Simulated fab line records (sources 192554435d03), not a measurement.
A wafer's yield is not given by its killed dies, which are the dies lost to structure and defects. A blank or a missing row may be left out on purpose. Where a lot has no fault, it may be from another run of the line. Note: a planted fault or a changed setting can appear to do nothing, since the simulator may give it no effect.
Which tool did it?    flow n5-finfet    11 lots with 33 wafers sampled at 4 steps, on a route of 1938 steps

## WHAT THE GAUGES SHOWED, per wafer
No reading from a measuring or inspecting step in the record can be judged against a usual standard deviation.

## WHICH TOOL RAN EACH LOT (tool, then ch and the chambers of the sampled wafers, then the start)
lot   N5_BEOL_M10_STRIP_36                N5_PASSIVATION_VIA_ETCH_13          N5_PASSIVATION_AL_ETCH_33          N5_PASSIVATION_PROBE_49
L428  rie-diel-06 ch 0,1,2, day 9 23:22   rie-diel-01 ch 0,1,2, day 11 21:07  rie-metal-01 ch 0,1, day 11 22:49  -
L429  rie-diel-03 ch 0,2,3, day 10 08:10  rie-diel-02 ch 0,1,3, day 12 02:25  rie-metal-02 ch 0,1, day 12 04:02  -
L430  rie-diel-04 ch 0,1,3, day 10 08:11  rie-diel-05 ch 0,3, day 12 06:19    rie-metal-03 ch 0,1, day 12 08:14  -
L438  rie-diel-03 ch 1,2,3, day 12 07:50  rie-diel-05 ch 0,3, day 14 01:45    rie-metal-01 ch 0,1, day 14 04:55  prober-02, day 14 09:40
L440  rie-diel-04 ch 0,1, day 12 23:51    rie-diel-01 ch 1,3, day 15 14:00    rie-metal-01 ch 1, day 15 15:40    prober-01, day 15 21:07
L444  rie-diel-04 ch 0,1,3, day 13 22:20  rie-diel-05 ch 1,2,3, day 16 04:41  rie-metal-01 ch 1, day 16 06:16    prober-02, day 16 11:50
L441  rie-diel-04 ch 1,3, day 13 22:49    rie-diel-02 ch 1,3, day 16 03:35    rie-metal-01 ch 0,1, day 16 05:07  prober-01, day 16 10:00
L447  rie-diel-06 ch 2,3, day 15 07:13    rie-diel-01 ch 0,3, day 17 08:12    rie-metal-02 ch 0,1, day 17 09:43  -
L450  rie-diel-03 ch 0,1,3, day 16 03:27  rie-diel-05 ch 0,1,2, day 18 03:14  rie-metal-03 ch 0,1, day 18 04:55  -
L449  rie-diel-03 ch 1,3, day 16 03:55    rie-diel-05 ch 1,2, day 18 07:26    rie-metal-01 ch 0,1, day 18 08:59  -
L451  rie-diel-03 ch 1,2, day 16 10:20    rie-diel-05 ch 0,2,3, day 18 16:46  rie-metal-01 ch 0,1, day 18 18:19  -
- N5_BEOL_M10_STRIP_36: strips in N2/H2.
- N5_PASSIVATION_VIA_ETCH_13: etches SiO2 in CHF3/O2, target depth 660 nm, time 330 s.
- N5_PASSIVATION_AL_ETCH_33: etches Al in Cl2/BCl3, stops on TaN, target depth 2800 nm, time 466.7 s.
- N5_PASSIVATION_PROBE_49

## WHAT THE TOOLS THEMSELVES READ (means of the sampled wafers that have a number; where no wafer has one, the mark that the record gives instead)
N5_BEOL_M10_STRIP_36.
lot   tool         drypump-motor-current-A (A)  oes-product-au (a.u.)  rf-vpp-V (V)  showerhead-plenum-p-Torr (Torr)  throttle-valve-pct (%)
L428  rie-diel-06  5.3                          0.75                   57.7          2.47                             23.7
L429  rie-diel-03  5.5                          0.87                   60.1          2.59                             23.7
L430  rie-diel-04  5.5                          0.86                   60.2          2.62                             23.5
L438  rie-diel-03  5.6                          0.88                   60.0          2.59                             23.5
L440  rie-diel-04  5.7                          0.84                   58.3          2.62                             23.7
L444  rie-diel-04  5.6                          0.82                   59.1          2.60                             23.5
L441  rie-diel-04  5.6                          0.85                   61.0          2.57                             23.4
L447  rie-diel-06  6.0                          0.90                   59.8          2.54                             23.9
L450  rie-diel-03  5.4                          0.83                   59.5          2.50                             23.7
L449  rie-diel-03  5.6                          0.86                   58.2          2.51                             23.6
L451  rie-diel-03  5.6                          0.82                   58.0          2.60                             23.3

N5_PASSIVATION_VIA_ETCH_13.
lot   tool         drypump-motor-current-A (A)  etch-rf-on-time-s (s)  mfc-ar-sccm (sccm)  oes-product-au (a.u.)  rf-fwd-power-W (W)  rf-vpp-V (V)  showerhead-plenum-p-Torr (Torr)  throttle-valve-pct (%)
L428  rie-diel-01  5.9                          231                    200.3               0.78                   647.2               527           2.43                             18.73
L429  rie-diel-02  5.8                          238                    200.0               0.66                   646.3               523           2.41                             18.92
L430  rie-diel-05  6.1                          233                    200.5               0.71                   648.0               522           2.45                             18.99
L438  rie-diel-05  6.0                          235                    200.4               0.82                   649.2               524           2.46                             18.72
L440  rie-diel-01  5.9                          235                    199.7               0.76                   647.5               521           2.34                             18.81
L444  rie-diel-05  5.8                          237                    200.0               0.74                   647.5               526           2.44                             18.66
L441  rie-diel-02  6.2                          236                    199.7               0.63                   647.4               525           2.39                             19.06
L447  rie-diel-01  6.0                          236                    199.6               0.71                   648.7               526           2.35                             18.96
L450  rie-diel-05  5.8                          236                    200.6               0.71                   648.1               524           2.42                             18.85
L449  rie-diel-05  5.7                          237                    200.7               0.71                   651.5               524           2.42                             18.68
L451  rie-diel-05  5.9                          237                    199.9               0.72                   650.4               525           2.43                             18.84

N5_PASSIVATION_AL_ETCH_33.
lot   tool          drypump-motor-current-A (A)  oes-product-au (a.u.)  rf-fwd-power-W (W)  throttle-valve-pct (%)
L428  rie-metal-01  6.1                          0.63                   901.6               34.13
L429  rie-metal-02  5.2                          0.73                   898.7               34.11
L430  rie-metal-03  6.0                          0.80                   897.4               34.18
L438  rie-metal-01  5.6                          0.66                   898.0               34.00
L440  rie-metal-01  5.2                          0.68                   900.3               33.96
L444  rie-metal-01  5.2                          0.68                   900.9               33.95
L441  rie-metal-01  6.1                          0.80                   903.4               34.02
L447  rie-metal-02  5.2                          0.70                   896.1               34.11
L450  rie-metal-03  6.0                          0.76                   896.6               34.17
L449  rie-metal-01  5.6                          0.72                   901.3               33.99
L451  rie-metal-01  5.6                          0.72                   899.3               33.98

N5_PASSIVATION_PROBE_49.
lot   tool       defect-limited-yield (%)  killed_at_M0_to_M3  killed_at_M4_up  killed-at-contacts  killed-at-front-end  killed-at-other  killed-dies  killed-open  killed-short  sort_bin_5_function (%)  sort_bin_6_memory (%)  sort-n-pass  sort-yield-pct (%)
L438  prober-02  88.9                      39                  44               9                   33                   5.7              131          63           31            6.8                      3.3                    1049         88.9
L440  prober-01  90.4                      21                  16               5                   66                   5.3              113          78           34            5.5                      3.8                    1067         90.4
L444  prober-02  93.0                      27                  8                12                  35                   0.7              82           51           30            3.7                      2.9                    1098         93.0
L441  prober-01  91.3                      39                  8                6                   47                   3.0              103          66           37            5.0                      3.3                    1077         91.3

## THE ANSWER, worked out from the rows above alone
Rule: what is usual is taken from the lots themselves. The widest of any qualifying gaps counts: lots, ordered by their means at a reading, are off when they make up no more than a third of the lots, leave a main group of 4 or more, and stand apart from it by 3 or more times the standard deviation of that group's means. The tables above print the reading to a certain number of digits; a main group whose means all agree to those digits is not used. Also off: a lot with no number at a reading for which 4 or more lots have one. All remaining lots with rows at the step are treated as sound. After the gauges, taken in route order, come the tools' own readings; for these a lot's mean is taken, as printed above. The first step at which some lot is off is used, and at that step the reading that is off furthest; a lot without a number counts as furthest.
No lot is off at any reading shown: from this, nothing can be told.

## WHAT WAS PUT IN BY THE SIMULATOR
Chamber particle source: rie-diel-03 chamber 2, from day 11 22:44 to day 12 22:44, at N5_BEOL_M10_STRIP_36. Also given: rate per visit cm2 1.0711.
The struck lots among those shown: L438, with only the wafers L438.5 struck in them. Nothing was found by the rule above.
